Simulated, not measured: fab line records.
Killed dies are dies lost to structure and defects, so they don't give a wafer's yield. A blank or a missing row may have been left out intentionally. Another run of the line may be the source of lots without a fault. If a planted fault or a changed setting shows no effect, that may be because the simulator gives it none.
Struck lot and sound lot, side by side / flow n5 finfet / 39 steps out of a route of 1938
Sound: these wafers, L892.2, L892.3, L892.4. Struck: wafers L901.3, L901.4 (left out: L901.5, a lot-mate that was not struck); the cause follows at the end.
Per side, at each step with rows, come the tool, then ch with its chambers, and then its first start. Under that, the readings that differ: sound wafers / struck wafers / difference of the means / sigmas: that difference in standard deviations of wafers without a fault.
alike: readings with means less than 2 such deviations apart, plus words and numbers identical on both sides. not compared: withheld readings, readings lacking a value on some wafer, bounds such as >300 that could conceal the same value, and numbers that have no deviation in the record and whose values overlap.
A row with sigmas, a row that says differs or no value, or rows on one side alone: a step with any of these is where the two part. Numbers that have no deviation but don't overlap get no sigmas and don't part them. Lack of a reading on every wafer of one side parts them only where that side has two or more wafers.

first, 9 steps without rows for these wafers: N5_BEOL_M14_SOFTBAKE_23 (time 60 s); N5_BEOL_M14_EXPOSE_25 (exposes mask M14, target cd 280 nm); N5_BEOL_M14_PEB_26 (peb time 90 s); N5_BEOL_M14_DEVELOP_27 (develop time 45 s); N5_BEOL_M14_HARDBAKE_32 (time 120 s); N5_BEOL_M14_DESCUM_33 (chemistry O2, time 7.9 s); N5_BEOL_M14_ETCH_67 (etches SiARC in CF4, target depth 143 nm, time 238.3 s); N5_BEOL_M14_ETCH_68 (etches SOC in N2/H2, time 450 s); N5_BEOL_M14_STRIP_69 (strips in N2/H2).
N5_BEOL_M14_TRENCH_ETCH_34: etches SiO2 in C4F8/O2/Ar, target depth 556.65 nm, time 126.9 s.
  sound on rie diel-05 ch 1,3, day 12 10:43; struck on rie diel-05 ch 0, day 15 12:43
reading=rf vpp V (V); sound=2218 2219 2218; struck=2245 2246; difference=+27; sigmas=+2
reading=model.etch.depth nm (nm); sound=560.4 547 549.1; struck=819.3 817.2; difference=+266.1; sigmas=
  alike: bias w, chamber pressure mTorr, drypump motor current A, oes product au, rf fwd power W, showerhead plenum p Torr, throttle valve pct
  not compared: rf hours counter h
then, 1 step without rows for these wafers: N5_BEOL_M14_STRIP_70 (strips in C4F8/O2/Ar).
N5_BEOL_M14_OCD_MEAS_35:
  sound on ocd-01 at day 12 10:53; struck on ocd-02 at day 15 12:53
reading=trench depth nm (nm); sound=560 547 549; struck=819 817; difference=+266; sigmas=+34
then, 11 steps without rows for these wafers: N5_BEOL_M14_STRIP_37 (strips in O2); N5_BEOL_M14_ETCH_38 (etches SiCN in CF4/N2, target depth 106.5 nm, time 120.6 s); N5_BEOL_M14_PRECLEAN_39 (cleans in residue remover, time 60 s); N5_BEOL_M14_SRD_40 (time 30 s, dry time 30 s); N5_BEOL_M14_DEGAS_41 (time 60 s); N5_BEOL_M14_PRE_CLEAN_42 (time 30 s); N5_BEOL_M14_SPUTTER_43 (material TaN, target thk 15 nm, time 24.19 s); N5_BEOL_M14_SPUTTER_44 (material Ta, target thk 15 nm, time 24.19 s); N5_BEOL_M14_SPUTTER_45 (material Cu, target thk 100 nm, time 16.67 s); N5_BEOL_M14_ECD_47 (material Cu, target thk 1248 nm); N5_BEOL_M14_ANNEAL_48 (time 90 s).
N5_BEOL_M14_CMP_49: polishes, stops on SiO2, t overpolish 5.2 s, target thk 560 nm.
  sound on cmp-03 ch 0,2,3, day 12 12:02; struck on cmp-04 ch 0,2, day 15 15:48
reading=model.Cu_of_BEOL_M14_ECD_47.thk nm (nm); sound=564 552.4 553.2; struck=824 821.6; difference=+266; sigmas=
  alike: barrier field endpoint s, clearing platen rpm, head pressure psi, motor current A, overpolish run s, time to endpoint s
N5_BEOL_M14_THK_MEAS_50: measures by xrf.
  sound on film metro-01 at day 12 12:20; struck on film metro-02 at day 15 16:04
reading=M14_THK (nm); sound=566 552 552; struck=803 809; difference=+249; sigmas=+31
then, 2 steps without rows for these wafers: N5_BEOL_M14_PRE_CLEAN_52 (time 15 s); N5_BEOL_M14_DEP_53 (deposits SiCN from 3MS/NH3, target thk 50 nm, time 17.8 s).
N5_BEOL_M14_RS_MEAS_54: the measuring method here is four-point-probe.
  sound on film metro-01 at day 12 12:28; struck on film metro-02 at day 15 16:11
reading=M14_RS (ohm/sq); sound=0.0330 0.0337 0.0336; struck=0.0224 0.0225; difference=-0.0110; sigmas=-23
then, 9 steps without rows for these wafers: N5_BEOL_M15_ILD_DEP_00 (deposits SiO2 from TEOS/O2, target thk 1629.3 nm, time 346.1 s); N5_BEOL_M15_COAT_58 (time 60 s, resist thk 89 nm); N5_BEOL_M15_COAT_04 (resist thk 800 nm); N5_BEOL_M15_EBR_06; N5_BEOL_M15_SOFTBAKE_05 (time 60 s); N5_BEOL_M15_EXPOSE_07 (exposes mask V14); N5_BEOL_M15_PEB_08 (peb time 90 s); N5_BEOL_M15_DEVELOP_09 (develop time 45 s); N5_BEOL_M15_HARDBAKE_14 (time 120 s).
N5_BEOL_M15_RC_MEAS_101:
  sound on prober-02 ch 0, day 12 19:40; struck on prober-02 ch 0, day 16 00:08
reading=COMB_M10 (S/m); sound=1.2e-11 1.2e-11 1e-11; struck=1.5e-11 2.5e-11; difference=+8.7e-12; sigmas=+3
reading=COMB_M5 (S/m); sound=2.8e-11 3.1e-11 3.1e-11; struck=4.6e-11 4.8e-11; difference=+1.7e-11; sigmas=+2
reading=COMB_M6 (S/m); sound=2.6e-11 2.3e-11 3.9e-11; struck=1.6e-11 1.9e-11; difference=-1.2e-11; sigmas=-2
reading=SERP_M14 (ohm/um); sound=0.1614 0.1618 0.1610; struck=0.1080 0.1079; difference=-0.0534; sigmas=-18
reading=SERP_M14_max_site (ohm/um); sound=0.1625 0.1630 0.1630; struck=0.1100 0.1084; difference=-0.0536; sigmas=-18
  alike: COMB_M11, COMB_M12, COMB_M13, COMB_M15, COMB_M7, COMB_M8, COMB_M9, SERP_M10, SERP_M11, SERP_M12, SERP_M12_max_site, SERP_M13, SERP_M5, SERP_M6, SERP_M7, SERP_M8, SERP_M9
N5_PASSIVATION_PROBE_49:
  sound on prober-02 at day 13 15:13; struck on prober-01 at day 16 14:31
reading=killed on rim; sound=2 11 15; struck=16 21; difference=+9; sigmas=+2
  alike: defect limited yield, killed_at_M0_to_M3, killed_at_M4_up, killed at contacts, killed at front end, killed at other, killed dies, killed open, killed short, sort_bin_5_function, sort_bin_6_memory, sort n pass, sort yield pct

## WHERE THEY PART
Earliest at N5_BEOL_M14_TRENCH_ETCH_34; latest, in this record, at N5_PASSIVATION_PROBE_49.

WHY: whatever the simulator had introduced
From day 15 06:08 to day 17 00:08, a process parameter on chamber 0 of rie diel-05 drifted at N5_BEOL_M14_TRENCH_ETCH_34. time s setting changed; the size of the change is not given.
